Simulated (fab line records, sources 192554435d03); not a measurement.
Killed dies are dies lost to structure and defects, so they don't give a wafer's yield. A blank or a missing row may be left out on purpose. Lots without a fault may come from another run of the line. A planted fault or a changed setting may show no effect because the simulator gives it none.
A struck lot beside a sound one | flow n5_finfet | 15 steps out of a route of 1938
Sound: wafers L163.1, L163.2, L163.4. Struck: wafer L171.1. (L171.6 of the same lot was not struck and is left out.) The cause comes at the end.
At each step with rows: each side's tool, then ch and its chambers, then its first start. Under that, the readings that differ: sound wafers | struck wafers | difference of the means | sigmas: that difference in standard deviations of wafers without a fault.
alike: readings whose means differ by less than 2 such deviations, and words and numbers that are the same on both sides. not compared: withheld readings, readings that some wafer has no value for, bounds like >300 that may hide the same value, and numbers for which the record gives no deviation and whose values overlap.
The two part at a step that has a row with sigmas, a row that says differs or no value, or rows on one side only. Numbers that don't overlap but have no deviation are shown without sigmas and don't part them. A reading that every wafer of one side lacks parts them only if that side has two wafers or more.

N5_BEOL_M7_STRIP_80: strips in N2/H2, time 10 s.
  sound on rie_diel-06 ch 0,2,3; struck on rie_diel-03 ch 3
  reading                | sound     | struck | difference | sigmas
  rf_hours_counter_h (h) | 42 169 86 | 236    | +137       |
  alike: drypump_motor_current_A, oes_product_au, rf_vpp_V, showerhead_plenum_p_Torr, throttle_valve_pct
N5_BEOL_M7_OCD_MEAS_38:
  sound on ocd-01, day 9 10:19; struck on ocd-02, day 11 07:38
  alike: trench_depth_nm
then, 4 steps without rows for these wafers: N5_BEOL_M7_HM_STRIP_39 (strips TiN in peroxide tin strip, target depth 25 nm, time 158 s); N5_BEOL_M7_SRD_40 (time 30 s); N5_BEOL_M7_PRECLEAN_42 (cleans in residue remover, time 60 s); N5_BEOL_M7_SRD_43 (time 30 s).
N5_BEOL_M7_CD_MEAS_35: target cd 40 nm.
  sound on cd_sem-02, day 9 10:34; struck on cd_sem-03, day 11 07:47
  alike: cd_nm
then, 1 step without rows for these wafers: N5_BEOL_M7_CURE_75 (cures SiCOH lowk, time 120 s).
N5_BEOL_M7_DEGAS_44: time 60 s.
  sound on pvd_sputter-03, day 9 10:56; struck on pvd_sputter-02, day 11 08:29
  alike: heater_power_w
N5_BEOL_M7_PRE_CLEAN_45: time 30 s.
  sound on pvd_sputter-03, day 9 10:58; struck on pvd_sputter-02, day 11 08:32
  alike: heater_power_w
N5_BEOL_M7_ALD_77: deposits TaN, target thk 2 nm, pulse time 2 s, purge time 3 s.
  sound on ald_metal-04 ch 1,2,3, day 9 11:02; struck on ald_metal-01 ch 2, day 11 08:35
  alike: heater_power_w, precursor_vessel_pressure_torr
then, 1 step without rows for these wafers: N5_BEOL_M7_SURFACE_TREAT_79.
N5_BEOL_M7_CVD_78: deposits Co from CCTBA/H2, target thk 2 nm, time 142.3 s.
  sound on cvd_co-02 ch 0,1,2, day 9 11:29; struck on cvd_co-02 ch 2, day 11 08:58
  reading          | sound             | struck | difference | sigmas
  run_length_s (s) | 165.2 166.0 164.7 | 87.1   | -78.2      | -99 or more
N5_BEOL_M7_SPUTTER_48: material Cu, target thk 10 nm, time 1.667 s.
  sound on pvd_sputter-03, day 9 11:37; struck on pvd_sputter-02, day 11 09:08
  alike: throttle_valve_pct
then, 1 step without rows for these wafers: N5_PASSIVATION_PROBE_49.

WHERE THEY PART
Only at N5_BEOL_M7_CVD_78, within this record. Later steps at which nothing parts them and some readings are alike: N5_BEOL_M7_SPUTTER_48.

WHY: what the simulator had put in
Process parameter drift: cvd_co-02, from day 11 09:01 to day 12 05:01, at N5_BEOL_M7_CVD_78. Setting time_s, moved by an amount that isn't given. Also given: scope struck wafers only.
